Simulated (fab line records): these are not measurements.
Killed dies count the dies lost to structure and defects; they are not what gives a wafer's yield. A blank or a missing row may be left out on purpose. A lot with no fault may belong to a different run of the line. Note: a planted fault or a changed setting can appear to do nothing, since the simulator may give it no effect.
fab line records | flow nandHarc
[record] lots = 11 | wafers = 33 | lastDay = 31
route steps=1302 shown A_STAIRCASE@735 END@1302
lots with no fault: from the same line, run without faults
startH: hours from the record's opening day to when the first of the lot's shown wafers began | waitH: hours elapsed since this lot's preceding step | " unchanged from the row above | L1.1+2: a single row standing in for several wafers | - no value, or no start given | * or withheld: withheld | < > ~ a bound
route shown NAME@n: NAME is a module with steps in the file, n the number in the route of the first one | usual: mean/standard deviation of fault-free wafers | same: alike in all rows | chamber/n: place in a boat | sites: the reading at each site | _std_site: the standard deviation of these | _edge_site: mean of outer sites minus mean of inner sites | radiusMm: how far each site lies from the wafer's centre | mask NAME#n: copy n | behind: the tool/chamber that last shaped the wafer | hold: what put the lot on hold/how long, in hours/how the hold closed | device: the n, p or np transistor that did not switch | end of line: tests of these same wafers at the route's end | a step without rows: its recipe alone | killed: at the first sort, the dies lost to defects and structure; wafer yield is something else | map: the dies of a wafer, with x for killed, . for not killed, _ for no die there
set.NAME: setting as actually run; set.NAME@STEP: the setting as run at that earlier step | model.NAME: the simulator's own value behind a step, which no gauge read
a sample of lots followed through the steps of the route, with each step as a table and each wafer as a row
services: when a tool's chamber went out of use (startH, in hours from the record's first day, below 0 if earlier), for how many hours, and the reason
[[steps]]
[step NHARC_A_STAIRCASE_ETCH_221]
[recipe] targetDepthA = 1000 | timeS = 40.5 | ionEnergyEv = 400 | c4f8FlowSccm = 20 | o2FlowSccm = 10 | arFlowSccm = withheld | rfW = 600 | biasW = 1000 | chemistry = C4F8/O2
[usual] biasW = 1000/3.1 | chamberPressureMTorr = 24.998/0.022 | oesProductAu = 0.942/0.021 | rfVppV = 894/4.2
lot.wafer | tool       | chamber | startH | waitH | biasW | chamberPressureMTorr | oesProductAu | rfHoursCounterH | rfVppV
L916.3    | rieDiel-12 | 3       | 358.48 | -     | 999   | 25.023               | 0.959        | 25              | 900
L916.6    | "          | 2       | "      | "     | 1003  | 24.985               | 0.940        | -               | 901
L916.5    | "          | 3       | "      | "     | 998   | 25.010               | 0.945        | -               | 899
L918.3    | rieDiel-07 | 3       | 378.85 | -     | 997   | 25.013               | 0.943        | 28              | 891
L918.1    | "          | 2       | "      | "     | 998   | 25.002               | 0.944        | 29              | 896
L918.4    | "          | 1       | "      | "     | 1002  | 25.001               | 0.940        | -               | 892
L919.1    | rieDiel-07 | 3       | 393.76 | -     | 1004  | 24.975               | 0.946        | 32              | 890
L919.5    | "          | 3       | "      | "     | 997   | 24.975               | 0.951        | -               | 890
L919.4    | "          | 1       | "      | "     | 1006  | 25.037               | 0.952        | -               | 891
L920.2    | rieDiel-12 | 1       | 411.02 | -     | 993   | 24.950               | 0.926        | 45              | 890
L920.3    | "          | 3       | "      | "     | 1000  | 25.002               | 0.948        | 45              | 898
L920.4    | "          | 0       | "      | "     | 1007  | 24.997               | 0.936        | 38              | 891
L922.3    | rieDiel-07 | 2       | 416.40 | -     | 999   | 25.037               | 0.968        | 42              | 895
L922.4    | "          | 3       | "      | "     | 997   | 25.035               | 0.948        | 41              | 891
L922.2    | "          | 1       | "      | "     | 1002  | 24.981               | 0.963        | 39              | 892
L924.4    | rieDiel-08 | 0       | 443.31 | -     | 994   | 25.017               | 0.937        | 21              | 889
L924.1    | "          | 2       | "      | "     | 1001  | 25.016               | 0.940        | 18              | 898
L924.6    | "          | 0       | "      | "     | 1000  | 25.009               | 0.941        | -               | 887
L925.4    | rieDiel-12 | 2       | 459.67 | -     | 999   | 25.035               | 0.914        | 0               | 899
L925.3    | "          | 3       | "      | "     | 1002  | 25.006               | 0.933        | 2               | 900
L925.6    | "          | 1       | "      | "     | 997   | 25.017               | 0.920        | -               | 892
L929.1    | rieDiel-07 | 2       | 480.85 | -     | 999   | 24.992               | 0.958        | 0               | 895
L929.5    | "          | 1       | "      | "     | 998   | 24.964               | 0.991        | -               | 891
L929.6    | "          | 2       | "      | "     | 998   | 24.985               | 0.953        | -               | 895
L931.1    | rieDiel-07 | 1       | 508.13 | -     | 995   | 24.981               | 1.148        | 6               | 890
L931.3    | "          | 2       | "      | "     | 997   | 24.996               | 1.145        | 6               | 895
L931.6    | "          | 0       | "      | "     | 1000  | 25.021               | 1.116        | -               | 894
L932.2    | rieDiel-07 | 1       | 525.47 | -     | 1004  | 25.018               | 1.129        | 11              | 891
L932.5    | "          | 0       | "      | "     | 1001  | 25.005               | 1.095        | -               | 895
L932.6    | "          | 1       | "      | "     | 995   | 25.038               | 1.131        | -               | 891
L933.3    | rieDiel-07 | 2       | 539.63 | -     | 1004  | 25.012               | 1.153        | 16              | 894
L933.2    | "          | 0       | "      | "     | 995   | 24.991               | 1.120        | 13              | 893
L933.5    | "          | 2       | "      | "     | 998   | 24.982               | 1.152        | -               | 894
[step NHARC_A_STAIRCASE_TRIM_224]
[recipe] timeS = 211.2 | o2FlowSccm = 500 | arFlowSccm = 0 | biasW = 0 | chemistry = O2
[usual] chamberPressureMTorr = 59.99/0.05 | drypumpMotorCurrentA = 5.8/0.39 | oesProductAu = 0.998/0.012 | rfVppV = 57.5/0.83 | showerheadPlenumPTorr = 3.47/0.11 | throttleValvePct = 17.037/0.0086
[same] biasW = 0
lot.wafer | tool       | chamber | startH | waitH | chamberPressureMTorr | drypumpMotorCurrentA | oesProductAu | rfHoursCounterH | rfVppV | showerheadPlenumPTorr | throttleValvePct
L916.3    | rieDiel-12 | 0       | -      | -     | 60.05                | 5.8                  | 0.982        | 18              | 59.4   | 3.46                  | 17.036
L916.6    | "          | 3       | "      | "     | 60.03                | 6.0                  | 1.006        | -               | 57.0   | 3.62                  | 17.047
L916.5    | "          | 0       | "      | "     | 60.11                | 5.8                  | 0.982        | -               | 56.5   | 3.46                  | 17.037
L918.4    | rieDiel-07 | 1       | -      | -     | 59.95                | 6.3                  | 0.989        | 26              | 58.4   | 3.40                  | 17.035
L918.3    | "          | 2       | "      | "     | 59.96                | 5.9                  | 1.010        | 29              | 56.9   | 3.51                  | 17.046
L918.1    | "          | 0       | "      | "     | 60.03                | 5.8                  | 0.963        | 24              | 57.6   | 3.49                  | 17.042
L919.1    | rieDiel-07 | 2       | -      | -     | 59.99                | 6.0                  | 1.020        | 33              | 57.7   | 3.51                  | 17.036
L919.4    | "          | 1       | "      | "     | 59.97                | 6.3                  | 0.986        | -               | 58.1   | 3.40                  | 17.068
L919.5    | "          | 2       | "      | "     | 59.95                | 6.0                  | 1.011        | -               | 57.4   | 3.51                  | 17.053
L920.4    | rieDiel-12 | 2       | -      | -     | 59.96                | 5.9                  | 0.996        | 40              | 58.1   | 3.61                  | 17.037
L920.2    | "          | 3       | "      | "     | 60.04                | 6.0                  | 0.999        | 45              | 57.8   | 3.61                  | 17.032
L920.3    | "          | 0       | "      | "     | 60.01                | 5.8                  | 0.983        | 38              | 57.4   | 3.45                  | 17.044
L922.4    | rieDiel-07 | 3       | -      | -     | 59.99                | 4.9                  | 0.997        | 41              | 57.7   | 3.37                  | 17.035
L922.3    | "          | 0       | "      | "     | 60.04                | 5.8                  | 0.984        | 28              | 58.0   | 3.49                  | 17.038
L922.2    | "          | 1       | "      | "     | 59.96                | 6.3                  | 1.015        | 39              | 56.2   | 3.39                  | 17.026
L924.1    | rieDiel-08 | 2       | -      | -     | 59.98                | 5.9                  | 1.005        | 18              | 58.4   | 3.62                  | 17.036
L924.4    | "          | 3       | "      | "     | 59.94                | 6.4                  | 1.010        | 19              | 59.9   | 3.66                  | 17.038
L924.6    | "          | 1       | "      | "     | 60.01                | 5.4                  | 1.028        | -               | 57.3   | 3.40                  | 17.040
L925.4    | rieDiel-12 | 0       | -      | -     | 60.04                | 5.8                  | 1.008        | 2               | 57.3   | 3.44                  | 17.038
L925.3    | "          | 1       | "      | "     | 60.03                | 5.6                  | 0.977        | 2               | 57.2   | 3.40                  | 17.044
L925.6    | "          | 1       | "      | "     | 59.98                | 5.6                  | 0.981        | -               | 56.6   | 3.40                  | 17.036
L929.1    | rieDiel-07 | 3       | -      | -     | 59.96                | 4.9                  | 0.990        | 0               | 57.3   | 3.36                  | 17.027
L929.5    | "          | 1       | "      | "     | 60.04                | 6.3                  | 1.026        | -               | 57.7   | 3.38                  | 17.044
L929.6    | "          | 2       | "      | "     | 59.96                | 5.9                  | 1.017        | -               | 58.9   | 3.50                  | 17.034
L931.1    | rieDiel-07 | 2       | -      | -     | 59.93                | 6.0                  | 1.001        | 6               | 55.8   | 3.49                  | 17.052
L931.3    | "          | 3       | "      | "     | 59.92                | 4.9                  | 0.989        | 6               | 56.3   | 3.35                  | 17.039
L931.6    | "          | 3       | "      | "     | 60.01                | 4.9                  | 0.988        | -               | 56.3   | 3.35                  | 17.040
L932.2    | rieDiel-07 | 3       | -      | -     | 60.03                | 4.9                  | 0.982        | 12              | 57.1   | 3.35                  | 17.019
L932.6    | "          | 1       | "      | "     | 60.04                | 6.3                  | 1.007        | -               | 55.9   | 3.38                  | 17.042
L932.5    | "          | 2       | "      | "     | 59.94                | 5.9                  | 1.002        | -               | 57.2   | 3.49                  | 17.016
L933.3    | rieDiel-07 | 3       | -      | -     | 59.97                | 4.9                  | 0.973        | 16              | 59.1   | 3.35                  | 17.032
L933.2    | "          | 1       | "      | "     | 59.96                | 6.3                  | 0.997        | 14              | 55.7   | 3.37                  | 17.026
L933.5    | "          | 3       | "      | "     | 59.98                | 4.9                  | 0.978        | -               | 56.6   | 3.35                  | 17.043
[step NHARC_A_STAIRCASE_ETCH_225]
[recipe] targetDepthA = 1000 | timeS = 40.5 | ionEnergyEv = 400 | c4f8FlowSccm = 20 | o2FlowSccm = 10 | arFlowSccm = withheld | rfW = 600 | biasW = 1000 | chemistry = C4F8/O2
[usual] biasW = 1000.1/2.9 | chamberPressureMTorr = 25.003/0.022 | oesProductAu = 0.943/0.014 | rfVppV = 894/4.1
lot.wafer | tool       | chamber | startH | waitH | biasW  | chamberPressureMTorr | oesProductAu | rfHoursCounterH | rfVppV
L916.3    | rieDiel-12 | 0       | -      | -     | 995.0  | 24.996               | 0.935        | 18              | 894
L916.5    | "          | 3       | "      | "     | 999.4  | 24.988               | 0.958        | -               | 899
L916.6    | "          | 0       | "      | "     | 996.5  | 24.987               | 0.921        | -               | 893
L918.3    | rieDiel-07 | 3       | -      | -     | 996.3  | 25.012               | 0.950        | 28              | 891
L918.1    | "          | 0       | "      | "     | 999.3  | 25.016               | 0.926        | 24              | 896
L918.4    | "          | 2       | "      | "     | 999.6  | 25.007               | 0.958        | 29              | 896
L919.1    | rieDiel-07 | 1       | -      | -     | 999.4  | 25.031               | 0.935        | 30              | 891
L919.4    | "          | 2       | "      | "     | 996.3  | 24.992               | 0.961        | -               | 895
L919.5    | "          | 3       | "      | "     | 1001.5 | 24.961               | 0.948        | -               | 891
L920.4    | rieDiel-12 | 0       | -      | -     | 996.4  | 24.994               | 0.938        | 38              | 891
L920.3    | "          | 2       | "      | "     | 1003.8 | 25.000               | 0.935        | 40              | 900
L920.2    | "          | 3       | "      | "     | 1003.2 | 24.983               | 0.930        | 45              | 899
L922.3    | rieDiel-07 | 0       | -      | -     | 999.3  | 24.982               | 0.923        | 28              | 894
L922.2    | "          | 2       | "      | "     | 1001.8 | 25.015               | 0.979        | 42              | 894
L922.4    | "          | 3       | "      | "     | 998.1  | 24.986               | 0.933        | 41              | 889
L924.4    | rieDiel-08 | 0       | -      | -     | 1003.5 | 25.022               | 0.936        | 21              | 886
L924.1    | "          | 1       | "      | "     | 999.3  | 25.011               | 0.962        | 21              | 892
L924.6    | "          | 0       | "      | "     | 1005.9 | 25.053               | 0.929        | -               | 888
L925.3    | rieDiel-12 | 2       | -      | -     | 996.1  | 25.002               | 0.942        | 1               | 898
L925.4    | "          | 3       | "      | "     | 997.0  | 24.997               | 0.927        | 2               | 899
L925.6    | "          | 2       | "      | "     | 997.8  | 25.021               | 0.935        | -               | 899
L929.1    | rieDiel-07 | 0       | -      | -     | 1002.0 | 25.009               | 0.951        | 0               | 895
L929.6    | "          | 0       | "      | "     | 998.6  | 24.985               | 0.946        | -               | 893
L929.5    | "          | 1       | "      | "     | 1003.1 | 25.000               | 0.948        | -               | 891
L931.3    | rieDiel-07 | 1       | -      | -     | 996.4  | 25.011               | 0.956        | 7               | 890
L931.1    | "          | 2       | "      | "     | 1000.0 | 25.015               | 0.939        | 6               | 894
L931.6    | "          | 3       | "      | "     | 1001.3 | 25.027               | 0.930        | -               | 889
L932.2    | rieDiel-07 | 1       | -      | -     | 997.2  | 25.028               | 0.947        | 11              | 891
L932.5    | "          | 3       | "      | "     | 999.1  | 25.030               | 0.933        | -               | 890
L932.6    | "          | 0       | "      | "     | 1003.5 | 25.009               | 0.956        | -               | 894
L933.2    | rieDiel-07 | 3       | -      | -     | 1005.5 | 25.045               | 0.916        | 16              | 888
L933.3    | "          | 0       | "      | "     | 998.2  | 25.000               | 0.929        | 14              | 894
L933.5    | "          | 3       | "      | "     | 1001.0 | 25.000               | 0.919        | -               | 889
[step NHARC_A_STAIRCASE_TRIM_231]
[recipe] timeS = 211.2 | o2FlowSccm = 500 | arFlowSccm = 0 | biasW = 0 | chemistry = O2
[usual] chamberPressureMTorr = 60.00/0.051 | drypumpMotorCurrentA = 5.9/0.36 | oesProductAu = 1.000/0.011 | rfVppV = 57.7/0.93 | showerheadPlenumPTorr = 3.49/0.13 | throttleValvePct = 17.036/0.0089
[same] biasW = 0
lot.wafer | tool       | chamber | startH | waitH | chamberPressureMTorr | drypumpMotorCurrentA | oesProductAu | rfHoursCounterH | rfVppV | showerheadPlenumPTorr | throttleValvePct
L916.3    | rieDiel-12 | 0       | -      | -     | 59.97                | 5.8                  | 0.982        | 19              | 58.6   | 3.46                  | 17.035
L916.6    | "          | 1       | "      | "     | 60.03                | 5.6                  | 0.984        | -               | 57.1   | 3.42                  | 17.038
L916.5    | "          | 2       | "      | "     | 60.01                | 5.8                  | 1.004        | -               | 59.8   | 3.62                  | 17.018
L918.3    | rieDiel-08 | 0       | -      | -     | 59.93                | 5.8                  | 1.009        | 1               | 57.7   | 3.30                  | 17.061
L918.1    | "          | 1       | "      | "     | 59.94                | 5.5                  | 1.035        | 1               | 57.8   | 3.42                  | 17.039
L918.4    | "          | 3       | "      | "     | 60.00                | 6.4                  | 0.993        | 1               | 59.8   | 3.67                  | 17.032
L919.1    | rieDiel-12 | 0       | -      | -     | 59.99                | 5.8                  | 0.991        | 30              | 58.8   | 3.45                  | 17.033
L919.4    | "          | 1       | "      | "     | 60.00                | 5.6                  | 0.990        | 37              | 56.9   | 3.42                  | 17.043
L919.5    | "          | 0       | "      | "     | 60.03                | 5.8                  | 0.975        | -               | 56.6   | 3.45                  | 17.028
L920.4    | rieDiel-07 | 0       | -      | -     | 60.06                | 5.9                  | 0.988        | 26              | 57.6   | 3.49                  | 17.033
L920.3    | "          | 1       | "      | "     | 60.07                | 6.3                  | 1.002        | 37              | 56.6   | 3.39                  | 17.034
L920.2    | "          | 3       | "      | "     | 60.02                | 4.9                  | 0.996        | 39              | 57.0   | 3.37                  | 17.047
L922.3    | rieDiel-08 | 0       | -      | -     | 59.95                | 5.8                  | 0.986        | 16              | 58.3   | 3.29                  | 17.056
L922.2    | "          | 1       | "      | "     | 60.01                | 5.4                  | 1.017        | 15              | 58.4   | 3.41                  | 17.040
L922.4    | "          | 2       | "      | "     | 60.12                | 5.9                  | 0.999        | 12              | 59.0   | 3.62                  | 17.043
L924.1    | rieDiel-08 | 2       | -      | -     | 59.94                | 5.9                  | 1.004        | 18              | 57.2   | 3.62                  | 17.049
L924.4    | "          | 3       | "      | "     | 60.01                | 6.4                  | 1.007        | 20              | 58.1   | 3.66                  | 17.039
L924.6    | "          | 2       | "      | "     | 59.96                | 5.9                  | 0.995        | -               | 57.9   | 3.62                  | 17.038
L925.4    | rieDiel-08 | 3       | -      | -     | 59.96                | 6.4                  | 1.009        | 25              | 56.7   | 3.66                  | 17.027
L925.3    | "          | 0       | "      | "     | 60.02                | 5.8                  | 0.995        | 29              | 57.2   | 3.28                  | 17.029
L925.6    | "          | 3       | "      | "     | 60.00                | 6.4                  | 0.996        | -               | 58.4   | 3.66                  | 17.027
L929.1    | rieDiel-07 | 2       | -      | -     | 60.06                | 6.0                  | 1.011        | 1               | 56.2   | 3.50                  | 17.023
L929.5    | "          | 3       | "      | "     | 60.10                | 4.9                  | 0.981        | -               | 56.0   | 3.36                  | 17.022
L929.6    | "          | 0       | "      | "     | 60.06                | 5.9                  | 1.010        | -               | 57.2   | 3.47                  | 17.024
L931.3    | rieDiel-07 | 3       | -      | -     | 60.06                | 4.9                  | 0.979        | 7               | 57.2   | 3.35                  | 17.033
L931.1    | "          | 1       | "      | "     | 59.96                | 6.3                  | 1.022        | 7               | 57.9   | 3.38                  | 17.034
L931.6    | "          | 0       | "      | "     | 60.06                | 5.9                  | 0.991        | -               | 57.4   | 3.47                  | 17.020
L932.2    | rieDiel-07 | 2       | -      | -     | 59.94                | 6.0                  | 1.011        | 13              | 58.3   | 3.49                  | 17.040
L932.6    | "          | 1       | "      | "     | 60.02                | 6.3                  | 0.996        | -               | 57.2   | 3.38                  | 17.040
L932.5    | "          | 2       | "      | "     | 59.96                | 5.9                  | 0.997        | -               | 57.0   | 3.49                  | 17.028
L933.3    | rieDiel-07 | 0       | -      | -     | 60.01                | 5.8                  | 0.988        | 14              | 58.0   | 3.47                  | 17.033
L933.2    | "          | 3       | "      | "     | 59.99                | 4.9                  | 0.992        | 17              | 58.8   | 3.35                  | 17.031
L933.5    | "          | 0       | "      | "     | 60.01                | 5.8                  | 0.994        | -               | 58.8   | 3.47                  | 17.033
[step NHARC_END_SORT_01]
[recipe] tempC = 25
[usual] killedAtArray = 56/17 | killedAtOther = 1.2/1.4 | killedAtPeriphery = 4/3.2 | killedDies = 61/16 | killedOpen = 3.6/2.1 | killedShort = 2.7/1.8
[same] grossDies = 677
lot.wafer | tool      | chamber | startH | waitH | killedAtArray | killedAtOther | killedAtPeriphery | killedDies | killedOpen | killedShort
L925.3    | prober-01 | 0       | 663.86 | 3.1   | 36            | 1             | 3                 | 40         | 2          | 4
L925.4    | prober-01 | 0       | 664.67 | 3.4   | 49            | 0             | 7                 | 56         | 3          | 2
L925.6    | prober-01 | 0       | 666.29 | 4.1   | 37            | 1             | 3                 | 41         | 1          | 1
L931.1    | prober-01 | 0       | 714.32 | 2.5   | 672           | 2             | 3                 | 677        | 1          | 3
L931.3    | prober-01 | 0       | 715.93 | 3.1   | 674           | 2             | 1                 | 677        | 4          | 2
L931.6    | prober-01 | 0       | 718.33 | 4.0   | 675           | 0             | 2                 | 677        | 7          | 1
L932.2    | prober-02 | 0       | 722.42 | 2.8   | 671           | 5             | 1                 | 677        | 0          | 0
L932.5    | prober-02 | 0       | 724.80 | 3.7   | 670           | 3             | 4                 | 677        | 2          | 2
L932.6    | prober-02 | 0       | 725.59 | 4.0   | 674           | 1             | 2                 | 677        | 4          | 2
L933.2    | prober-02 | 0       | 737.96 | 2.8   | 675           | 0             | 2                 | 677        | 3          | 6
L933.3    | prober-02 | 0       | 738.76 | 3.1   | 675           | 0             | 2                 | 677        | 1          | 2
L933.5    | prober-02 | 0       | 740.37 | 3.7   | 673           | 0             | 4                 | 677        | 4          | 6
// killed by level:class
L925.3 A_CHANNEL_HOLE_D2:chamberFilmFlake=14 A_CHANNEL_HOLE_D1:chamberFilmFlake=7 A_CONTACT:chamberFilmFlake=4 A_STAIRCASE:chamberFilmFlake=2 A_SLIT:chamberFilmFlake=2 P_M0:geometricParticle:open=1 A_ONON_D1:geometricParticle:short=1 A_CHANNEL_FILL_D1:geometricParticle:short=1
L925.4 A_CHANNEL_HOLE_D2:chamberFilmFlake=23 A_CHANNEL_HOLE_D1:chamberFilmFlake=7 A_STAIRCASE:chamberFilmFlake=6 A_M0:chamberFilmFlake=4 A_CHANNEL_HOLE_D1:geometricParticle:open=3 P_BONDPAD:chamberFilmFlake=3 A_CONTACT:chamberFilmFlake=3 A_SLIT:chamberFilmFlake=2
L925.6 A_CHANNEL_HOLE_D2:chamberFilmFlake=18 A_CHANNEL_HOLE_D1:chamberFilmFlake=9 A_CONTACT:chamberFilmFlake=3 A_STAIRCASE:chamberFilmFlake=2 P_M1:chamberFilmFlake=2 A_CHANNEL_FILL_D2:chamberFilmFlake=2 A_ONON_D2:geometricParticle:open=1 A_CONTACT:geometricParticle:short=1
L931.1 A_STAIRCASE:areaEtch=626 A_SLIT:chamberFilmFlake=27 A_CHANNEL_HOLE_D1:chamberFilmFlake=8 A_CONTACT:chamberFilmFlake=4 P_GATE:chamberFilmFlake=2 A_SGD_CUT:chamberFilmFlake=2 P_M0:geometricParticle:short=1 A_DECK1_JOINT:geometricParticle:short=1
L931.3 A_STAIRCASE:areaEtch=617 A_SLIT:chamberFilmFlake=31 A_CONTACT:chamberFilmFlake=9 A_CHANNEL_HOLE_D1:chamberFilmFlake=6 A_CHANNEL_FILL_D1:geometricParticle:open=2 A_BLC:geometricParticle:open=2 A_CHANNEL_HOLE_D2:chamberFilmFlake=2 THIN_TSV:chamberFilmFlake=2
L931.6 A_STAIRCASE:areaEtch=627 A_SLIT:chamberFilmFlake=26 A_CHANNEL_HOLE_D1:chamberFilmFlake=8 A_CONTACT:chamberFilmFlake=6 P_M1:geometricParticle:open=2 A_ONON_D1:geometricParticle:open=1 A_CHANNEL_FILL_D1:geometricParticle:open=1 A_ONON_D2:geometricParticle:open=1
L932.2 A_STAIRCASE:areaEtch=602 A_CHANNEL_HOLE_D1:chamberFilmFlake=34 A_SLIT:chamberFilmFlake=31 THIN_TSV:chamberFilmFlake=5 A_STAIRCASE:chamberFilmFlake=2 P_M0:chamberFilmFlake=1 A_ZERO_WELL:chamberFilmFlake=1 A_CONTACT:chamberFilmFlake=1
L932.5 A_STAIRCASE:areaEtch=604 A_SLIT:chamberFilmFlake=31 A_CHANNEL_HOLE_D1:chamberFilmFlake=23 A_STAIRCASE:chamberFilmFlake=6 P_M0:chamberFilmFlake=3 THIN_TSV:chamberFilmFlake=3 A_CHANNEL_FILL_D2:geometricParticle:short=2 A_ONON_D1:geometricParticle:open=1
L932.6 A_STAIRCASE:areaEtch=593 A_CHANNEL_HOLE_D1:chamberFilmFlake=36 A_SLIT:chamberFilmFlake=36 A_STAIRCASE:chamberFilmFlake=3 A_CHANNEL_HOLE_D2:geometricParticle:open=2 P_CONTACT:geometricParticle:open=1 A_ONON_D2:geometricParticle:open=1 A_CHANNEL_HOLE_D2:geometricParticle:short=1
L933.2 A_STAIRCASE:areaEtch=624 A_CHANNEL_HOLE_D2:chamberFilmFlake=21 A_CHANNEL_HOLE_D1:chamberFilmFlake=7 A_CONTACT:chamberFilmFlake=7 A_SLIT:chamberFilmFlake=3 A_WL_FILL:chamberFilmFlake=2 P_CONTACT:geometricParticle:short=1 A_CHANNEL_HOLE_D1:geometricParticle:short=1
L933.3 A_STAIRCASE:areaEtch=632 A_CHANNEL_HOLE_D2:chamberFilmFlake=21 A_CHANNEL_HOLE_D1:chamberFilmFlake=12 A_SLIT:chamberFilmFlake=4 P_M0:geometricParticle:open=1 A_DECK1_JOINT:geometricParticle:short=1 A_BLC:geometricParticle:short=1 P_STI:chamberFilmFlake=1
L933.5 A_STAIRCASE:areaEtch=606 A_CHANNEL_HOLE_D2:chamberFilmFlake=25 A_CHANNEL_HOLE_D1:chamberFilmFlake=13 A_SLIT:chamberFilmFlake=10 A_CONTACT:chamberFilmFlake=6 A_ONON_D2:geometricParticle:short=3 P_STI:chamberFilmFlake=3 A_STAIRCASE:chamberFilmFlake=2
[[services]]
tool       | chamber | startH | hours | kind
rieDiel-08 | 2       | 342.26 | 1.4   | repair
rieDiel-07 | 3       | 347.17 | 4.9   | repair
rieDiel-07 | 0       | 357.00 | -     | clean
rieDiel-07 | 1       | 357.00 | -     | clean
rieDiel-07 | 2       | 357.00 | -     | clean
rieDiel-07 | 3       | 357.00 | -     | clean
rieDiel-08 | -       | 367.88 | 9.0   | pm
rieDiel-07 | 0       | 381.54 | -     | clean
rieDiel-07 | 1       | 381.54 | -     | clean
rieDiel-07 | 2       | 381.54 | -     | clean
rieDiel-07 | 3       | 381.54 | -     | clean
rieDiel-07 | 0       | 385.23 | 18.2  | repair
rieDiel-07 | 0       | 406.04 | -     | clean
rieDiel-07 | 1       | 406.04 | -     | clean
rieDiel-07 | 2       | 406.04 | -     | clean
rieDiel-07 | 3       | 406.04 | -     | clean
rieDiel-07 | 0       | 430.54 | -     | clean
rieDiel-07 | 1       | 430.54 | -     | clean
rieDiel-08 | 0       | 431.78 | 2.8   | repair
rieDiel-07 | 2       | 437.81 | 9.2   | repair
rieDiel-12 | -       | 447.46 | 9.0   | pm
rieDiel-07 | -       | 471.34 | 9.0   | pm
rieDiel-08 | 0       | 481.63 | 3.7   | repair
rieDiel-08 | -       | 488.25 | 0.8   | repair
[[key]]
[firstSign] step = NHARC_A_STAIRCASE_ETCH_221 | reading = oesProductAu | direction = up | sigmas = 9 | usual = 0.942 | struck = 1.132
[effect] step = NHARC_END_SORT_01 | reading = killedDies | direction = up | sigmas = 37 | usual = 61 | struck = 677
[moreKillsBornAt] NHARC_A_STAIRCASE_ETCH_221@rieDiel-07 = 5531
metAt NHARC_A_STAIRCASE_ETCH_221
struckLots L931,L932,L933
laterRowsLeftOut L931.1,L931.3,L931.6,L932.2,L932.5,L932.6,L933.2,L933.3,L933.5
testerLeftOut L931,L932,L933
notActingAt NHARC_A_STAIRCASE_TRIM_224,NHARC_A_STAIRCASE_ETCH_225,NHARC_A_STAIRCASE_TRIM_231
onsetBetween 480.85 508.13
[fault] kind = processParameterDrift | tool = rieDiel-07 | chamber = - | onsetH = 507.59 | steps = NHARC_A_STAIRCASE_ETCH_221 | channel = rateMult | offset = 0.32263 | shape = step | endH = 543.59
// testerLeftOut: of these lots the tester's yield and bins aren't shown, on N5 and GAA mostly nor the transistor test; their killed dies are dies lost to structure and defects alone, not to doping, threshold or leakage, so they don't give the yield
// laterRowsLeftOut: the simulator's readings of these wafers behind a module that went badly wrong aren't trusted and aren't shown, but for the sort
